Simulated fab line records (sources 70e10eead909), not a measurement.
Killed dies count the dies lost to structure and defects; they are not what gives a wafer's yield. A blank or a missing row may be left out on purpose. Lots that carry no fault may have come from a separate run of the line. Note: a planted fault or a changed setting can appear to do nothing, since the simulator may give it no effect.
Chamber matching / flow nand_harc / NHARC_A_CONTACT_ETCH_92 on rie_diel-08 has 4 sister chambers
The step etches the open film in CH3F/O2, target depth 40 nm, time 85.7 s. 39 wafers are shown with their chamber, then 12 later ones without.

## WAFERS WITH THEIR CHAMBER
wafer=L075.1; chamber=2; showerhead_plenum_p_Torr (Torr)=2.47; drypump_motor_current_A (A)=5.1; rf_vpp_V (V)=243.3
wafer=L075.3; chamber=1; showerhead_plenum_p_Torr (Torr)=2.46; drypump_motor_current_A (A)=5.9; rf_vpp_V (V)=243.7
wafer=L075.6; chamber=1; showerhead_plenum_p_Torr (Torr)=2.46; drypump_motor_current_A (A)=5.9; rf_vpp_V (V)=243.4
wafer=L076.1; chamber=3; showerhead_plenum_p_Torr (Torr)=2.62; drypump_motor_current_A (A)=5.4; rf_vpp_V (V)=247.3
wafer=L076.2; chamber=0; showerhead_plenum_p_Torr (Torr)=2.49; drypump_motor_current_A (A)=5.7; rf_vpp_V (V)=244.8
wafer=L076.6; chamber=3; showerhead_plenum_p_Torr (Torr)=2.62; drypump_motor_current_A (A)=5.4; rf_vpp_V (V)=246.7
wafer=L076.3; chamber=1; showerhead_plenum_p_Torr (Torr)=2.46; drypump_motor_current_A (A)=5.9; rf_vpp_V (V)=244.5
wafer=L076.4; chamber=2; showerhead_plenum_p_Torr (Torr)=2.47; drypump_motor_current_A (A)=5.1; rf_vpp_V (V)=245.7
wafer=L076.5; chamber=0; showerhead_plenum_p_Torr (Torr)=2.49; drypump_motor_current_A (A)=5.6; rf_vpp_V (V)=244.9
wafer=L079.1; chamber=3; showerhead_plenum_p_Torr (Torr)=2.62; drypump_motor_current_A (A)=5.4; rf_vpp_V (V)=245.4
wafer=L079.4; chamber=1; showerhead_plenum_p_Torr (Torr)=2.46; drypump_motor_current_A (A)=5.9; rf_vpp_V (V)=243.7
wafer=L079.6; chamber=1; showerhead_plenum_p_Torr (Torr)=2.46; drypump_motor_current_A (A)=5.9; rf_vpp_V (V)=243.0
wafer=L079.2; chamber=0; showerhead_plenum_p_Torr (Torr)=2.49; drypump_motor_current_A (A)=5.7; rf_vpp_V (V)=245.0
wafer=L079.3; chamber=2; showerhead_plenum_p_Torr (Torr)=2.47; drypump_motor_current_A (A)=5.1; rf_vpp_V (V)=243.9
wafer=L079.5; chamber=2; showerhead_plenum_p_Torr (Torr)=2.47; drypump_motor_current_A (A)=5.1; rf_vpp_V (V)=244.3
wafer=L077.2; chamber=3; showerhead_plenum_p_Torr (Torr)=2.62; drypump_motor_current_A (A)=5.4; rf_vpp_V (V)=247.3
wafer=L077.4; chamber=2; showerhead_plenum_p_Torr (Torr)=2.47; drypump_motor_current_A (A)=5.1; rf_vpp_V (V)=243.7
wafer=L077.5; chamber=3; showerhead_plenum_p_Torr (Torr)=2.62; drypump_motor_current_A (A)=5.4; rf_vpp_V (V)=246.9
wafer=L077.1; chamber=1; showerhead_plenum_p_Torr (Torr)=2.46; drypump_motor_current_A (A)=5.9; rf_vpp_V (V)=244.5
wafer=L077.3; chamber=0; showerhead_plenum_p_Torr (Torr)=2.49; drypump_motor_current_A (A)=5.6; rf_vpp_V (V)=245.8
wafer=L077.6; chamber=2; showerhead_plenum_p_Torr (Torr)=2.47; drypump_motor_current_A (A)=5.1; rf_vpp_V (V)=244.7
wafer=L078.1; chamber=2; showerhead_plenum_p_Torr (Torr)=2.47; drypump_motor_current_A (A)=5.1; rf_vpp_V (V)=244.7
wafer=L078.5; chamber=1; showerhead_plenum_p_Torr (Torr)=2.46; drypump_motor_current_A (A)=5.9; rf_vpp_V (V)=243.8
wafer=L078.6; chamber=0; showerhead_plenum_p_Torr (Torr)=2.49; drypump_motor_current_A (A)=5.7; rf_vpp_V (V)=245.0
wafer=L080.1; chamber=0; showerhead_plenum_p_Torr (Torr)=2.49; drypump_motor_current_A (A)=5.7; rf_vpp_V (V)=243.6
wafer=L080.2; chamber=1; showerhead_plenum_p_Torr (Torr)=2.46; drypump_motor_current_A (A)=5.9; rf_vpp_V (V)=244.0
wafer=L080.4; chamber=3; showerhead_plenum_p_Torr (Torr)=2.62; drypump_motor_current_A (A)=5.4; rf_vpp_V (V)=246.1
wafer=L081.2; chamber=3; showerhead_plenum_p_Torr (Torr)=2.62; drypump_motor_current_A (A)=5.4; rf_vpp_V (V)=245.6
wafer=L081.4; chamber=0; showerhead_plenum_p_Torr (Torr)=2.49; drypump_motor_current_A (A)=5.7; rf_vpp_V (V)=244.8
wafer=L081.6; chamber=1; showerhead_plenum_p_Torr (Torr)=2.46; drypump_motor_current_A (A)=5.8; rf_vpp_V (V)=244.7
wafer=L083.2; chamber=3; showerhead_plenum_p_Torr (Torr)=2.62; drypump_motor_current_A (A)=5.4; rf_vpp_V (V)=245.9
wafer=L083.5; chamber=3; showerhead_plenum_p_Torr (Torr)=2.62; drypump_motor_current_A (A)=5.4; rf_vpp_V (V)=246.4
wafer=L083.6; chamber=0; showerhead_plenum_p_Torr (Torr)=2.49; drypump_motor_current_A (A)=5.7; rf_vpp_V (V)=245.4
wafer=L087.1; chamber=2; showerhead_plenum_p_Torr (Torr)=2.47; drypump_motor_current_A (A)=5.1; rf_vpp_V (V)=243.4
wafer=L087.5; chamber=3; showerhead_plenum_p_Torr (Torr)=2.62; drypump_motor_current_A (A)=5.5; rf_vpp_V (V)=247.0
wafer=L087.6; chamber=0; showerhead_plenum_p_Torr (Torr)=2.49; drypump_motor_current_A (A)=5.7; rf_vpp_V (V)=246.2
wafer=L094.2; chamber=0; showerhead_plenum_p_Torr (Torr)=2.48; drypump_motor_current_A (A)=5.7; rf_vpp_V (V)=245.6
wafer=L094.5; chamber=2; showerhead_plenum_p_Torr (Torr)=2.46; drypump_motor_current_A (A)=5.1; rf_vpp_V (V)=244.5
wafer=L094.6; chamber=3; showerhead_plenum_p_Torr (Torr)=2.61; drypump_motor_current_A (A)=5.5; rf_vpp_V (V)=245.6

SIGNATURES (averages over the wafers above)
reading=showerhead_plenum_p_Torr; chamber 0=2.4890; chamber 1=2.4600; chamber 2=2.4689; chamber 3=2.6191; scatter within a chamber=0.00278
reading=drypump_motor_current_A; chamber 0=5.680; chamber 1=5.889; chamber 2=5.100; chamber 3=5.418; scatter within a chamber=0.0343
reading=rf_vpp_V; chamber 0=245.110; chamber 1=243.922; chamber 2=244.244; chamber 3=246.382; scatter within a chamber=0.689
Rule: a wafer's distance from a chamber is the root of the sum, over the readings, of the square of ((its reading less the chamber's mean) divided by the reading's scatter). The wafer belongs to the nearest chamber; if the next one is less than 2 further off, it can't be placed. The scatter: the root of (the sum of the squares of (reading less its chamber's mean) over the shown wafers, divided by (wafers less chambers)).

## WAFERS WHOSE CHAMBER IS MISSING
wafer=L093.1; showerhead_plenum_p_Torr (Torr)=2.61; drypump_motor_current_A (A)=5.5; rf_vpp_V (V)=247.3
wafer=L093.2; showerhead_plenum_p_Torr (Torr)=2.45; drypump_motor_current_A (A)=5.9; rf_vpp_V (V)=243.3
wafer=L093.6; showerhead_plenum_p_Torr (Torr)=2.48; drypump_motor_current_A (A)=5.6; rf_vpp_V (V)=244.7
wafer=L096.1; showerhead_plenum_p_Torr (Torr)=2.48; drypump_motor_current_A (A)=5.7; rf_vpp_V (V)=243.5
wafer=L096.4; showerhead_plenum_p_Torr (Torr)=2.61; drypump_motor_current_A (A)=5.5; rf_vpp_V (V)=245.9
wafer=L096.5; showerhead_plenum_p_Torr (Torr)=2.48; drypump_motor_current_A (A)=5.7; rf_vpp_V (V)=244.1
wafer=L096.2; showerhead_plenum_p_Torr (Torr)=2.45; drypump_motor_current_A (A)=5.8; rf_vpp_V (V)=243.8
wafer=L096.3; showerhead_plenum_p_Torr (Torr)=2.46; drypump_motor_current_A (A)=5.1; rf_vpp_V (V)=245.3
wafer=L096.6; showerhead_plenum_p_Torr (Torr)=2.61; drypump_motor_current_A (A)=5.4; rf_vpp_V (V)=247.5
wafer=L097.3; showerhead_plenum_p_Torr (Torr)=2.61; drypump_motor_current_A (A)=5.4; rf_vpp_V (V)=246.6
wafer=L097.4; showerhead_plenum_p_Torr (Torr)=2.45; drypump_motor_current_A (A)=5.9; rf_vpp_V (V)=244.1
wafer=L097.6; showerhead_plenum_p_Torr (Torr)=2.46; drypump_motor_current_A (A)=5.1; rf_vpp_V (V)=245.3

## THE CHAMBER EACH PASSED THROUGH
wafer=L093.1; from the rows above=3; in truth=3
wafer=L093.2; from the rows above=1; in truth=1
wafer=L093.6; from the rows above=0; in truth=0
wafer=L096.1; from the rows above=0; in truth=0
wafer=L096.4; from the rows above=3; in truth=3
wafer=L096.5; from the rows above=0; in truth=0
wafer=L096.2; from the rows above=1; in truth=1
wafer=L096.3; from the rows above=2; in truth=2
wafer=L096.6; from the rows above=3; in truth=3
wafer=L097.3; from the rows above=3; in truth=3
wafer=L097.4; from the rows above=1; in truth=1
wafer=L097.6; from the rows above=2; in truth=2
Correctly placed: 12 of 12. Number that these rows cannot place: 0. Number placed wrongly: 0.
